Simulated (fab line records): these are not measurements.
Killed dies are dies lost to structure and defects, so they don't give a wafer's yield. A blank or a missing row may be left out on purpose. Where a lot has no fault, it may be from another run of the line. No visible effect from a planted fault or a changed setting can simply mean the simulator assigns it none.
Comparing a struck lot with a sound one / flow nand harc / 40 steps out of a route of 1159
Sound: the wafers L795.1, L795.3, L795.6. Wafers struck: L805.2, L805.4, L805.5. The cause is named last.
At each step with rows: each side's tool, then ch and its chambers, then its first start. Under that, the readings that differ: sound wafers / struck wafers / difference of the means / sigmas: that difference in standard deviations of wafers without a fault.
alike: words and numbers the same on both sides, and readings whose means are apart by under 2 such deviations; not compared: readings that were withheld, readings missing a value for some wafer, numbers with overlapping values and no deviation given by the record, and bounds like >300 which may hide the same value.
A row with sigmas, a row that says differs or no value, or rows on one side alone: a step with any of these is where the two part. When numbers do not overlap yet have no deviation, they are printed without sigmas and do not part them. A reading that every wafer of one side lacks parts them only if that side has two wafers or more.

NHARC_A_CONTACT_DESCUM_13: chemistry O2, time 3 s.
  sound on rie diel-03 ch 2,3, day 16 23:43; struck on rie diel-08 ch 2,3, day 19 11:20
reading=drypump motor current A (A); sound=6.5 6.2 6.2; struck=5.7 4.8 5.7; difference=-0.9; sigmas=-2
  alike: chamber pressure mTorr, o2 flow sccm, oes product au, rf vpp V, showerhead plenum p Torr, throttle valve pct
  not compared: rf hours counter h
then, 5 steps without rows for these wafers: NHARC_A_CONTACT_ETCH_88 (etches the open film in CF4, target depth 39 nm, time 65 s); NHARC_A_CONTACT_ETCH_89 (etches the open film in N2/H2, target depth 260 nm, time 475.3 s); NHARC_A_CONTACT_ETCH_30 (etches the open film in CF4/CHF3, target depth 60.5 nm, time 30.2 s); NHARC_A_CONTACT_ETCH_31 (etches the open film in O2/COS, target depth 2000 nm, time 520 s); NHARC_A_CONTACT_ETCH_134 (etches the open film in C4F8/O2/Ar, time 140 s, target depth 700 nm).
NHARC_A_CONTACT_ETCH_135: etches the open film in C4F8/O2/Ar, time 132 s, target depth 1287 nm.
  sound on har cap etch-03 ch 0,1, day 17 00:55; struck on har cap etch-02 ch 1, day 19 12:43
  alike: chamber pressure mTorr
  not compared: rf hours counter h
then, 5 steps without rows for these wafers: NHARC_A_CONTACT_ETCH_136 (etches the open film in C4F8/O2/Ar, time 132 s, target depth 1287 nm); NHARC_A_CONTACT_ETCH_137 (etches the open film in C4F8/O2/Ar, time 132 s, target depth 1287 nm); NHARC_A_CONTACT_ETCH_138 (etches the open film in C4F8/O2/Ar, time 132 s, target depth 1289 nm); NHARC_A_CONTACT_ETCH_139 (etches the open film in C4F8/O2/Ar, time 137 s, target depth 590 nm); NHARC_A_CONTACT_ETCH_92 (etches the open film in CH3F/O2, target depth 40 nm, time 85.7 s).
NHARC_A_CONTACT_ETCH_98: etches the open film in C4F6/O2, target depth 20 nm, time 10 s.
  sound on rie diel-03 ch 1,2,3, day 17 01:56; struck on rie diel-08 ch 1,3, day 19 13:46
  alike: chamber pressure mTorr, drypump motor current A, o2 flow sccm, oes product au, rf vpp V, showerhead plenum p Torr, throttle valve pct
  not compared: rf hours counter h
NHARC_A_CONTACT_CD_MEAS_15:
  struck on cd sem-03, day 19 13:51; sound on cd sem-02, day 17 02:01
  alike: cd nm
then, 4 steps without rows for these wafers: NHARC_A_CONTACT_STRIP_107 (strips in N2/H2); NHARC_A_CONTACT_STRIP_108 (strips in CF4/CHF3); NHARC_A_CONTACT_STRIP_109 (strips in O2/COS); NHARC_A_CONTACT_ETCH_110 (etches the open film in CF4/O2, target depth 50 nm, overetch 5 nm, time 27.5 s).
NHARC_A_CONTACT_STRIP_26: strips in O2.
  sound on rie diel-08 ch 1,2; struck on rie diel-12 ch 0,1,2
  alike: chamber pressure mTorr, drypump motor current A, o2 flow sccm, oes product au, rf vpp V, showerhead plenum p Torr, throttle valve pct
  not compared: rf hours counter h
then, 15 steps without rows for these wafers: NHARC_A_CONTACT_STRIP_27 (strips in post etch residue remover, time 600 s); NHARC_A_CONTACT_ALD_18 (deposits TiN, target thk 3 nm, pulse time 1 s, ald cycles 150); NHARC_A_CONTACT_CVD_19 (deposits W, target thk 300 nm, time 802 s); NHARC_A_CONTACT_CMP_20 (polishes, t overpolish 30 s, target thk 300 nm); NHARC_A_CONTACT_SRD_22; NHARC_A_BLC_DEHYDRATE_00 (time 120 s); NHARC_A_BLC_HMDS_01 (time 30 s); NHARC_A_BLC_COAT_02 (time 75 s); NHARC_A_BLC_COAT_03 (time 65 s); NHARC_A_BLC_COAT_04 (resist thk 90 nm); NHARC_A_BLC_SOFTBAKE_05 (time 55 s); NHARC_A_BLC_EBR_06; NHARC_A_BLC_EXPOSE_07 (exposes mask A BLC, target cd 100 nm); NHARC_A_BLC_PEB_08 (peb time 65 s); NHARC_A_BLC_DEVELOP_09 (develop time 35 s).
NHARC_A_BLC_CD_MEAS_10 targets a cd of 100 nm.
  sound on cd sem-02 ch 0, day 17 10:42; struck on cd sem-01 ch 0, day 20 00:31
  alike: cd nm
NHARC_A_BLC_OVL_MEAS_11:
  struck on overlay-01, day 20 00:36; sound on overlay-02, day 17 10:47
  alike: overlay x nm, overlay y nm
NHARC_A_BLC_DESCUM_15: chemistry O2, time 3 s.
  sound on rie diel-11 ch 2,3, day 17 10:53; struck on rie diel-11 ch 0,2, day 20 00:43
  alike: chamber pressure mTorr, drypump motor current A, o2 flow sccm, oes product au, rf vpp V, showerhead plenum p Torr, throttle valve pct
  not compared: rf hours counter h
then, 1 step without rows for these wafers: NHARC_A_BLC_ETCH_16 (etches the open film in CF4, target depth 39 nm, time 65 s).
NHARC_A_BLC_ETCH_17: etches the open film in N2/H2, target depth 390 nm, time 609.38 s.
  sound on rie diel-11 ch 2,3; struck on rie diel-11 ch 0,2,3
  alike: chamber pressure mTorr, drypump motor current A, oes product au, rf vpp V, showerhead plenum p Torr, throttle valve pct
  not compared: rf hours counter h
-- record jumps: 2 days between struck wafers' starts before vs after; left off in module A_BLC, resumes in module END, first step shown is number 1159 of the route --
NHARC_END_SORT_01:
  only the struck wafers appear in the record here, on prober-02 ch 0 at day 22 01:26; the sound ones have no rows

WHERE THEY PART
Earliest at NHARC_A_CONTACT_DESCUM_13; latest, in this record, at NHARC_END_SORT_01.

WHY: whatever the simulator had introduced
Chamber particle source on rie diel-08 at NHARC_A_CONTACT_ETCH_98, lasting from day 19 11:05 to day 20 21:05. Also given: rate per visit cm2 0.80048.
